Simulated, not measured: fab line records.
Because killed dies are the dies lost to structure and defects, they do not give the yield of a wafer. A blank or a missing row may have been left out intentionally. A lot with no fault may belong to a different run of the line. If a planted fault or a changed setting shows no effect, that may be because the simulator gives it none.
fab line records -- flow nand-harc
[record] lots = 13, wafers = 39, last-day = 34
route steps=1302 shown A_CONTACT@1079 END@1302
lots untouched by any fault: they come from a run of this same line in which no faults occurred
start-h: the number of hours between the record's first day and the start of the first shown wafer of the lot -- wait-h: hours since the lot's step before -- " identical to the entry in the row above -- L1.1+2: one row covering several wafers at once -- - no value present, or no start provided -- * or withheld: withheld -- < > ~ a bound
route shown NAME@n: a module of which the file shows steps, and the number in the route of the first -- usual: mean/standard deviation of fault-free wafers -- same: alike in all rows -- chamber/n: place in a boat -- sites: the reading at each site -- _std_site: their standard deviation -- _edge_site: inner sites' mean taken away from outer sites' mean -- radius-mm: how far each site lies from the wafer's centre -- mask NAME#n: copy n -- behind: the tool/chamber that last shaped the wafer -- hold: why the lot was held/for how many hours/how that ended -- device: whichever transistor did not switch (one of n, p or np) -- end of line: at the end of the route, the tests of the same wafers -- a step with no rows: only its recipe -- killed: dies that structure and defects cost at the first sort, which is not the same as the wafer's yield -- map: the dies of a wafer, with x for killed, . for not killed, _ for no die there
set.NAME: setting as actually run; set.NAME@STEP: the setting as run at that earlier step -- model.NAME: the simulator's own value behind a step, which no gauge read
steps of the route over a sample of lots; a table a step, a row a wafer
services: when a tool's chamber went out of use (start-h, in hours from the record's first day, below 0 if earlier), for how many hours, and the reason
[[steps]]
[step NHARC_A_CONTACT_OVL_MEAS_09]
[usual] overlay-x-nm = 0.1/1, overlay-y-nm = 0.3/0.95
lot.wafer,tool,chamber,start-h,wait-h,overlay-x-nm,overlay-y-nm
L964.1,overlay-02,-,500.61,-,-0.1,-1.2
L964.2,overlay-02,-,500.61,-,-0.1,-0.9
L964.3,overlay-02,-,500.61,-,0.2,-1.7
L965.2,overlay-02,-,525.08,-,1.0,-0.1
L965.3,overlay-02,-,525.08,-,1.7,0.6
L965.6,overlay-02,-,525.08,-,1.5,0.1
L966.1,overlay-02,-,526.81,-,0.1,0.6
L966.5,overlay-02,-,526.81,-,0.5,1.1
L966.6,overlay-02,-,526.81,-,-0.2,0.3
L968.3,overlay-02,-,541.90,-,-0.9,-1.1
L968.5,overlay-02,-,541.90,-,0.0,-0.8
L968.6,overlay-02,-,541.90,-,-0.5,-1.2
L971.2,overlay-02,-,566.11,-,-0.2,-0.6
L971.3,overlay-02,-,566.11,-,0.2,-1.3
L971.4,overlay-02,-,566.11,-,-0.2,-1.5
L976.1,overlay-01,-,620.43,-,-1.5,-1.2
L976.4,overlay-01,-,620.43,-,-1.2,-1.0
L976.5,overlay-01,-,620.43,-,-1.0,-1.2
L975.2,overlay-01,-,630.33,-,-1.8,1.2
L975.4,overlay-01,-,630.33,-,-2.0,0.6
L975.5,overlay-01,-,630.33,-,-1.7,1.4
L977.1,overlay-01,-,632.73,-,0.9,1.5
L977.2,overlay-01,-,632.73,-,0.4,1.7
L977.3,overlay-01,-,632.73,-,1.3,1.6
L984.1,overlay-01,-,705.06,-,0.7,0.1
L984.3,overlay-01,-,705.06,-,1.2,0.0
L984.4,overlay-01,-,705.06,-,1.4,0.7
L983.1,overlay-01,-,705.67,-,-1.2,1.2
L983.4,overlay-01,-,705.67,-,-1.2,1.1
L983.5,overlay-01,-,705.67,-,-1.0,0.3
L985.2,overlay-01,-,710.37,-,-1.4,-0.3
L985.3,overlay-01,-,710.37,-,-0.8,-0.8
L985.6,overlay-01,-,710.37,-,-1.1,0.1
L986.4,overlay-01,-,736.51,-,2.0,1.0
L986.5,overlay-01,-,736.51,-,1.4,1.3
L986.6,overlay-01,-,736.51,-,1.3,1.5
L987.1,overlay-02,-,758.81,-,1.7,1.4
L987.2,overlay-02,-,758.81,-,1.2,1.5
L987.4,overlay-02,-,758.81,-,1.3,1.1
[step NHARC_A_CONTACT_ETCH_134]
[recipe] source-w = withheld, pressure-mtorr = 20, bias-v = withheld, time-s = 140, target-depth-a = 7000, ar-flow-sccm = withheld, c4f8-flow-sccm = withheld, o2-flow-sccm = withheld, chemistry = C4F8/O2/Ar
[usual] chamber-pressure-mTorr = 20.002/0.019, oes-air-line-au = 0.996/0.019
lot.wafer,tool,chamber,start-h,wait-h,chamber-pressure-mTorr,oes-air-line-au,rf-hours-counter-h
L964.1,har-cap-etch-02,1,501.83,-,19.981,0.998,85
L964.2,har-cap-etch-02,0,501.83,-,19.999,1.000,85
L964.3,har-cap-etch-02,0,501.83,-,20.039,1.021,-
L965.2,har-cap-etch-02,1,527.72,-,20.002,1.017,92
L965.3,har-cap-etch-02,1,527.72,-,20.015,1.026,-
L965.6,har-cap-etch-02,1,527.72,-,19.987,0.999,-
L966.1,har-cap-etch-01,1,528.03,-,19.972,1.013,4
L966.5,har-cap-etch-01,1,528.03,-,20.025,0.972,-
L966.6,har-cap-etch-01,0,528.03,-,20.021,1.001,-
L968.3,har-cap-etch-03,0,543.23,-,20.012,0.993,-
L968.6,har-cap-etch-03,1,543.23,-,20.018,1.015,-
L968.5,har-cap-etch-03,0,543.23,-,20.020,0.978,-
L971.2,har-cap-etch-03,1,567.33,-,19.993,0.991,57
L971.4,har-cap-etch-03,1,567.33,-,19.986,0.991,-
L971.3,har-cap-etch-03,0,567.33,-,19.990,1.008,-
L976.1,har-cap-etch-03,0,621.75,-,19.996,1.022,68
L976.4,har-cap-etch-03,0,621.75,-,19.987,0.999,-
L976.5,har-cap-etch-03,0,621.75,-,20.015,0.998,-
L975.2,har-cap-etch-03,0,631.81,-,20.003,0.972,69
L975.4,har-cap-etch-03,0,631.81,-,19.991,0.996,-
L975.5,har-cap-etch-03,1,631.81,-,20.007,0.965,-
L977.2,har-cap-etch-01,0,633.95,-,19.994,1.004,21
L977.1,har-cap-etch-01,1,633.95,-,19.959,0.985,21
L977.3,har-cap-etch-01,1,633.95,-,20.015,0.993,-
L984.1,har-cap-etch-03,1,706.29,-,20.019,0.988,82
L984.4,har-cap-etch-03,1,706.29,-,19.997,0.993,-
L984.3,har-cap-etch-03,0,706.29,-,19.985,1.012,-
L983.1,har-cap-etch-01,0,706.89,-,20.032,1.000,34
L983.4,har-cap-etch-01,0,706.89,-,19.996,0.975,-
L983.5,har-cap-etch-01,1,706.89,-,20.016,0.998,-
L985.2,har-cap-etch-02,1,711.84,-,20.014,0.991,126
L985.3,har-cap-etch-02,1,711.84,-,19.978,0.986,-
L985.6,har-cap-etch-02,1,711.84,-,19.952,1.013,-
L986.4,har-cap-etch-03,0,737.80,-,20.015,0.952,-
L986.6,har-cap-etch-03,0,737.80,-,19.996,0.992,-
L986.5,har-cap-etch-03,1,737.80,-,20.000,1.004,-
L987.1,har-cap-etch-03,0,760.03,-,20.012,0.990,94
L987.2,har-cap-etch-03,1,760.03,-,20.024,1.001,94
L987.4,har-cap-etch-03,0,760.03,-,20.007,1.023,-
[step NHARC_A_CONTACT_ETCH_135]
[recipe] source-w = withheld, pressure-mtorr = 20, bias-v = 1200, time-s = 311, target-depth-a = 19120, ar-flow-sccm = withheld, c4f8-flow-sccm = withheld, o2-flow-sccm = withheld, chemistry = C4F8/O2/Ar
[usual] chamber-pressure-mTorr = 19.999/0.017, oes-air-line-au = 0.997/0.019
lot.wafer,tool,chamber,start-h,wait-h,chamber-pressure-mTorr,oes-air-line-au,rf-hours-counter-h
L964.1,har-cap-etch-02,1,502.10,0.2,19.986,1.003,85
L964.2,har-cap-etch-02,0,502.10,0.2,19.978,0.984,85
L964.3,har-cap-etch-02,0,502.10,0.2,20.005,0.983,-
L965.2,har-cap-etch-02,1,527.93,0.2,20.019,0.994,92
L965.3,har-cap-etch-02,1,527.93,0.2,20.011,0.980,-
L965.6,har-cap-etch-02,1,527.93,0.2,20.000,0.992,-
L966.1,har-cap-etch-01,1,528.23,0.2,20.009,0.999,4
L966.5,har-cap-etch-01,1,528.23,0.2,20.007,1.010,-
L966.6,har-cap-etch-01,0,528.23,0.2,19.978,1.004,-
L968.3,har-cap-etch-03,0,543.46,0.2,19.969,1.003,-
L968.6,har-cap-etch-03,1,543.46,0.2,20.010,0.961,-
L968.5,har-cap-etch-03,0,543.46,0.2,20.037,1.014,-
L971.2,har-cap-etch-03,1,567.53,0.2,19.990,0.950,57
L971.4,har-cap-etch-03,1,567.53,0.2,19.994,1.004,-
L971.3,har-cap-etch-03,0,567.53,0.2,19.981,1.018,-
L976.1,har-cap-etch-03,0,621.95,0.2,-,-,-
L976.4,har-cap-etch-03,0,621.95,0.2,-,-,-
L976.5,har-cap-etch-03,0,621.95,0.2,-,-,-
L975.2,har-cap-etch-03,0,632.01,0.2,-,-,-
L975.4,har-cap-etch-03,0,632.01,0.2,-,-,-
L975.5,har-cap-etch-03,1,632.01,0.2,-,-,-
L977.2,har-cap-etch-01,0,634.15,0.2,-,-,-
L977.1,har-cap-etch-01,1,634.15,0.2,-,-,-
L977.3,har-cap-etch-01,1,634.15,0.2,-,-,-
L984.1,har-cap-etch-03,1,706.49,0.2,20.006,1.004,82
L984.4,har-cap-etch-03,1,706.49,0.2,20.011,0.997,-
L984.3,har-cap-etch-03,0,706.49,0.2,19.982,0.977,-
L983.1,har-cap-etch-01,0,707.09,0.2,20.001,0.991,34
L983.4,har-cap-etch-01,0,707.09,0.2,19.989,1.000,-
L983.5,har-cap-etch-01,1,707.09,0.2,19.996,1.008,-
L985.2,har-cap-etch-02,1,712.06,0.2,19.984,0.984,126
L985.3,har-cap-etch-02,1,712.06,0.2,19.998,0.995,-
L985.6,har-cap-etch-02,1,712.06,0.2,19.992,0.956,-
L986.4,har-cap-etch-03,0,738.02,0.2,20.005,1.005,-
L986.6,har-cap-etch-03,0,738.02,0.2,20.002,1.016,-
L986.5,har-cap-etch-03,1,738.02,0.2,20.015,0.983,-
L987.1,har-cap-etch-03,0,760.23,0.2,20.022,0.977,94
L987.2,har-cap-etch-03,1,760.23,0.2,20.003,0.985,94
L987.4,har-cap-etch-03,0,760.23,0.2,19.981,0.969,-
[step NHARC_A_CONTACT_ETCH_136]
[recipe] source-w = withheld, pressure-mtorr = 20, bias-v = 1200, time-s = 311, target-depth-a = 19120, ar-flow-sccm = withheld, c4f8-flow-sccm = withheld, o2-flow-sccm = withheld, chemistry = C4F8/O2/Ar
[usual] chamber-pressure-mTorr = 20.000/0.017, oes-air-line-au = 1.002/0.018
lot.wafer,tool,chamber,start-h,wait-h,chamber-pressure-mTorr,oes-air-line-au,rf-hours-counter-h
L964.1,har-cap-etch-02,1,502.46,0.3,20.033,1.003,85
L964.2,har-cap-etch-02,0,502.46,0.3,19.972,1.018,85
L964.3,har-cap-etch-02,0,502.46,0.3,19.997,1.024,-
L965.2,har-cap-etch-02,1,528.21,0.2,20.006,0.977,92
L965.3,har-cap-etch-02,1,528.21,0.2,20.031,0.970,-
L965.6,har-cap-etch-02,1,528.21,0.2,19.971,0.975,-
L966.1,har-cap-etch-01,1,528.50,0.2,20.036,1.006,4
L966.5,har-cap-etch-01,1,528.50,0.2,20.019,1.004,-
L966.6,har-cap-etch-01,0,528.50,0.2,19.980,0.989,-
L968.3,har-cap-etch-03,0,543.74,0.2,19.995,0.999,-
L968.6,har-cap-etch-03,1,543.74,0.2,19.975,0.983,-
L968.5,har-cap-etch-03,0,543.74,0.2,19.988,1.005,-
L971.2,har-cap-etch-03,1,567.80,0.2,20.014,1.006,57
L971.4,har-cap-etch-03,1,567.80,0.2,20.006,1.022,-
L971.3,har-cap-etch-03,0,567.80,0.2,19.999,1.014,-
L976.1,har-cap-etch-03,0,622.22,0.2,20.013,0.994,68
L976.4,har-cap-etch-03,0,622.22,0.2,20.006,0.993,-
L976.5,har-cap-etch-03,0,622.22,0.2,20.004,0.994,-
L975.2,har-cap-etch-03,0,632.28,0.2,19.989,0.994,69
L975.4,har-cap-etch-03,0,632.28,0.2,19.990,1.001,-
L975.5,har-cap-etch-03,1,632.28,0.2,20.007,0.985,-
L977.2,har-cap-etch-01,0,634.43,0.2,19.958,0.993,21
L977.1,har-cap-etch-01,1,634.43,0.2,20.003,1.007,21
L977.3,har-cap-etch-01,1,634.43,0.2,20.030,1.018,-
L984.1,har-cap-etch-03,1,706.76,0.2,20.015,0.976,83
L984.4,har-cap-etch-03,1,706.76,0.2,19.986,0.991,-
L984.3,har-cap-etch-03,0,706.76,0.2,20.002,1.018,-
L983.1,har-cap-etch-01,0,707.36,0.2,19.981,1.011,34
L983.4,har-cap-etch-01,0,707.36,0.2,19.997,1.004,-
L983.5,har-cap-etch-01,1,707.36,0.2,20.000,1.009,-
L985.2,har-cap-etch-02,1,712.33,0.2,19.984,1.005,126
L985.3,har-cap-etch-02,1,712.33,0.2,19.976,1.020,-
L985.6,har-cap-etch-02,1,712.33,0.2,20.015,0.980,-
L986.4,har-cap-etch-03,0,738.29,0.2,19.988,0.968,-
L986.6,har-cap-etch-03,0,738.29,0.2,20.010,0.989,-
L986.5,har-cap-etch-03,1,738.29,0.2,20.015,1.017,-
L987.1,har-cap-etch-03,0,760.50,0.2,20.014,1.003,94
L987.2,har-cap-etch-03,1,760.50,0.2,19.982,0.977,94
L987.4,har-cap-etch-03,0,760.50,0.2,19.981,1.018,-
[step NHARC_END_SORT_01]
[recipe] temp-c = 25
[usual] killed-at-array = 63/18, killed-at-other = 1.1/1.3, killed-at-periphery = 4.3/2.8, killed-dies = 68/18, killed-open = 3.3/2, killed-short = 2.4/1.6
[same] gross-dies = 677
lot.wafer,tool,chamber,start-h,wait-h,killed-at-array,killed-at-other,killed-at-periphery,killed-dies,killed-open,killed-short
L971.3,prober-02,0,730.68,3.1,82,4,0,86,2,7
L976.1,prober-02,0,736.86,2.5,668,1,8,677,6,2
L976.4,prober-02,0,739.29,3.4,674,0,3,677,3,3
L976.5,prober-02,0,740.10,3.7,673,0,4,677,6,1
L977.1,prober-02,0,744.71,2.5,674,2,1,677,1,1
L977.2,prober-02,0,745.50,2.8,674,1,2,677,2,0
L977.3,prober-02,0,746.30,3.1,674,1,2,677,1,2
L975.2,prober-01,0,745.36,2.8,670,1,6,677,2,1
L975.4,prober-01,0,746.95,3.4,665,1,11,677,2,2
L975.5,prober-01,0,747.75,3.7,675,1,1,677,4,5
// killed by level:class
L971.3 A_SLIT:chamber-film-flake=35 A_CHANNEL_HOLE_D2:chamber-film-flake=31 A_WL_FILL:geometric-particle:short=4 THIN_TSV:chamber-film-flake=4 A_STAIRCASE:chamber-film-flake=3 A_CHANNEL_HOLE_D1:chamber-film-flake=2 A_CHANNEL_FILL_D1:geometric-particle:short=1 A_DECK1_JOINT:geometric-particle:short=1
L976.1 A_CONTACT:area-etch=616 A_SLIT:chamber-film-flake=26 A_CHANNEL_HOLE_D2:chamber-film-flake=10 A_CONTACT:chamber-film-flake=7 P_M1:geometric-particle:open=2 P_CONTACT:chamber-film-flake=2 A_CHANNEL_HOLE_D1:chamber-film-flake=2 P_CONTACT:geometric-particle:open=1
L976.4 A_CONTACT:area-etch=608 A_SLIT:chamber-film-flake=34 A_CONTACT:chamber-film-flake=8 A_CHANNEL_HOLE_D2:chamber-film-flake=7 A_CHANNEL_HOLE_D1:chamber-film-flake=6 A_STAIRCASE:chamber-film-flake=3 A_WL_FILL:chamber-film-flake=3 P_CONTACT:geometric-particle:short=1
L976.5 A_CONTACT:area-etch=613 A_SLIT:chamber-film-flake=29 A_CHANNEL_HOLE_D2:chamber-film-flake=13 A_CONTACT:chamber-film-flake=9 A_CHANNEL_HOLE_D1:chamber-film-flake=3 P_CONTACT:geometric-particle:open=2 P_GATE:geometric-particle:open=1 P_M2:geometric-particle:open=1
L977.1 A_CONTACT:area-etch=613 A_CHANNEL_HOLE_D1:chamber-film-flake=31 A_CHANNEL_HOLE_D2:chamber-film-flake=16 A_SLIT:chamber-film-flake=4 A_CONTACT:chamber-film-flake=4 A_WL_FILL:geometric-particle:short=1 P_GATE:chamber-film-flake=1 STARTING-WAFER:geometric-particle:open=1
L975.2 A_CONTACT:area-etch=598 A_CHANNEL_HOLE_D1:chamber-film-flake=33 A_SLIT:chamber-film-flake=29 P_GATE:chamber-film-flake=5 A_STAIRCASE:chamber-film-flake=3 A_M0:geometric-particle:open=2 A_CONTACT:chamber-film-flake=2 A_CHANNEL_FILL_D2:geometric-particle:short=1
L977.2 A_CONTACT:area-etch=620 A_CHANNEL_HOLE_D1:chamber-film-flake=30 A_CHANNEL_HOLE_D2:chamber-film-flake=10 A_CONTACT:chamber-film-flake=6 A_CHANNEL_FILL_D2:chamber-film-flake=3 A_ONON_D1:geometric-particle:open=1 A_WL_FILL:geometric-particle:open=1 P_ZERO_WELL:chamber-film-flake=1
L977.3 A_CONTACT:area-etch=610 A_CHANNEL_HOLE_D1:chamber-film-flake=32 A_CHANNEL_HOLE_D2:chamber-film-flake=22 A_STAIRCASE:chamber-film-flake=3 A_CONTACT:chamber-film-flake=3 P_M0:geometric-particle:short=1 A_CHANNEL_HOLE_D2:geometric-particle:short=1 A_CHANNEL_FILL_D2:geometric-particle:open=1
L975.4 A_CONTACT:area-etch=582 A_SLIT:chamber-film-flake=32 A_CHANNEL_HOLE_D1:chamber-film-flake=30 P_GATE:chamber-film-flake=8 A_CONTACT:chamber-film-flake=8 A_WL_FILL:chamber-film-flake=4 A_STAIRCASE:chamber-film-flake=3 A_CHANNEL_FILL_D1:geometric-particle:open=1
L975.5 A_CONTACT:area-etch=602 A_CHANNEL_HOLE_D1:chamber-film-flake=31 A_SLIT:chamber-film-flake=23 A_CONTACT:chamber-film-flake=5 A_WL_FILL:chamber-film-flake=3 A_STAIRCASE:chamber-film-flake=2 P_M0:geometric-particle:short=1 A_ONON_D1:geometric-particle:open=1
[[services]]
tool,chamber,start-h,hours,kind
har-cap-etch-02,-,480.05,13.6,repair
har-cap-etch-01,-,498.08,17.0,pm
har-cap-etch-01,0,498.08,17.0,vent-cycle
har-cap-etch-01,1,498.08,17.0,vent-cycle
har-cap-etch-01,0,515.08,-,clean
har-cap-etch-01,1,515.08,-,clean
har-cap-etch-02,-,754.96,17.0,pm
har-cap-etch-02,0,754.96,17.0,vent-cycle
har-cap-etch-02,1,754.96,17.0,vent-cycle
har-cap-etch-03,-,757.61,0.8,repair
[[key]]
[first-sign] step = NHARC_A_CONTACT_ETCH_135, reading = tool-record, direction = missing
[effect] step = NHARC_END_SORT_01, reading = killed-at-array, direction = up, sigmas = 34, usual = 63, struck = 672
[more-kills-born-at] NHARC_A_CONTACT_ETCH_135@har-cap-etch-03 = 3619, NHARC_A_CONTACT_ETCH_135@har-cap-etch-01 = 1843
met-at NHARC_A_CONTACT_ETCH_135
struck-lots L975,L976,L977
later-rows-left-out L975.2,L975.4,L975.5,L976.1,L976.4,L976.5,L977.1,L977.2,L977.3
tester-left-out L975,L976,L977
not-acting-at NHARC_A_CONTACT_OVL_MEAS_09,NHARC_A_CONTACT_ETCH_134,NHARC_A_CONTACT_ETCH_136
onset-between 567.53 621.95
[fault] kind = skipped-step-whole, tool = har-cap-etch-01,har-cap-etch-03, chamber = -, onset-h = 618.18, steps = NHARC_A_CONTACT_ETCH_135, scope = struck-lots-only
// tester-left-out: of these lots the tester's yield and bins aren't shown, on N5 and GAA mostly nor the transistor test; their killed dies are dies lost to structure and defects alone, not to doping, threshold or leakage, so they don't give the yield
// later-rows-left-out: the simulator's readings of these wafers behind a module that went badly wrong aren't trusted and aren't shown, but for the sort
